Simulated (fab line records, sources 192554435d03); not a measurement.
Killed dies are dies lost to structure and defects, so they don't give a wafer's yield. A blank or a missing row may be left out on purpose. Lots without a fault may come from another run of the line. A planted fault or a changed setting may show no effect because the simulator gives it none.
Problem report in the 8D (eight disciplines) form, filled by code | flow n5_finfet | the parts of the form that need people (team, actions taken, sign-off) are left out

1. THE PROBLEM
killed_at_M4_up at N5_PASSIVATION_PROBE_49 reads a mean of 76 on 2 wafers of 2 lots; wafers without a fault read 13 with a standard deviation of 5.1. That is +12 standard deviations from the usual mean.
First seen on wafer L799.3, day 13 17:19, on prober-01. The record holds 8 wafers of 3 lots with a number at this step. Rule for "out", or "out of limits": more than 4 standard deviations from the usual mean. The other wafers with a number count as sound.

2. WHAT IT IS AND WHAT IT IS NOT
question                    | is                   | is not
which readings at this step | killed_at_M4_up      | killed_at_front_end, killed_at_other, killed_open, killed_short, sort_bin_6_memory
which lots                  | L799, L800           | L797
which wafers of those lots  | L799.3, L800.5       | L799.4, L799.5, L800.2, L800.6
read on which tools         | prober-01, prober-02 | -
when                        | from day 13 17:19    | up to then (2 sound wafers); but 4 sound wafers of L799, L800 came after

3. SUSPECTS, AND WHAT RULES EACH OUT
Counting: a tool at a process step up to the reading stays a suspect if it ran every lot that is out. Sound lots after the first of them don't rule it out here, since some wafers of a struck lot are sound.
- rie_diel-01 at N5_BEOL_M14_ETCH_68 (etches SOC in N2/H2, time 450 s): kept. It ran every lot that is out, first L799 (day 12 18:16); its last sound lot up to then is L797 (day 11 23:10).
- rie_diel-06 at N5_PASSIVATION_STRIP_34 (strips in O2): kept. It ran every lot that is out, first L799 (day 13 13:01).
- rie_diel-01 at N5_PASSIVATION_DESCUM_46 (chemistry O2, time 7.9 s): kept. It ran every lot that is out, first L799 (day 13 14:09).
- rie_diel-01 at N5_PASSIVATION_PASS_ETCH_47 (etches SiNx in CF4/O2, target depth 770 nm, time 385 s): kept. It ran every lot that is out, first L799 (day 13 14:11).
- Within rie_diel-01 at N5_BEOL_M14_ETCH_68: the wafers that are out ran in chamber 0; their sound lot-mates ran in chambers 2, 3.
Left after counting: rie_diel-01 at N5_BEOL_M14_ETCH_68, rie_diel-06 at N5_PASSIVATION_STRIP_34, rie_diel-01 at N5_PASSIVATION_DESCUM_46, rie_diel-01 at N5_PASSIVATION_PASS_ETCH_47.

4. THE CAUSE (what the simulator had put in)
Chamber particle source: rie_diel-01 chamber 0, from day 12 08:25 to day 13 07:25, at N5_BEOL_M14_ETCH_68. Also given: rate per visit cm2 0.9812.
Counting left 4 suspects, and this tool is among them.

5. THE CHAIN OF EFFECTS, in route order
Each row: a reading whose mean over the struck wafers that have a number lies more than 3 standard deviations from the usual. Only readings for which the record gives a usual standard deviation are gone through. hours: the time from each lot's start at the first step in this table that gives one to its start at this step, as a median over the lots. sigmas: the change in usual standard deviations.
hours | step                    | reading              | usual  | on struck wafers | change | sigmas
0     | N5_PASSIVATION_PROBE_49 | defect_limited_yield | 91.2 % | 85.9             | -5.3   | -3.8
0     | N5_PASSIVATION_PROBE_49 | killed_at_M4_up      | 13     | 76               | +63    | +12
0     | N5_PASSIVATION_PROBE_49 | killed_dies          | 104    | 166              | +62    | +3.6
0     | N5_PASSIVATION_PROBE_49 | killed_on_rim        | 14     | 30               | +16    | +4.3
0     | N5_PASSIVATION_PROBE_49 | sort_bin_5_function  | 5.2 %  | 8.7              | +3.5   | +3.6
0     | N5_PASSIVATION_PROBE_49 | sort_n_pass          | 1076   | 1014             | -62    | -3.6
0     | N5_PASSIVATION_PROBE_49 | sort_yield_pct       | 91.2 % | 85.9             | -5.3   | -3.8
The process steps in it:
- N5_PASSIVATION_PROBE_49

6. WHAT WOULD HAVE CAUGHT IT SOONER
In this record the first reading out of limits was taken at day 13 17:19, 33 hours after the fault began at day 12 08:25.
Of the tool readings at N5_BEOL_M14_ETCH_68 for which the record gives a usual standard deviation, none was out on any struck wafer, so an alarm limit of 4 standard deviations on them would not have fired.
All the lots that are out (2) had begun N5_BEOL_M14_ETCH_68 on rie_diel-01 by day 13 17:19. A hold on the tool at that time would have spared none of them.
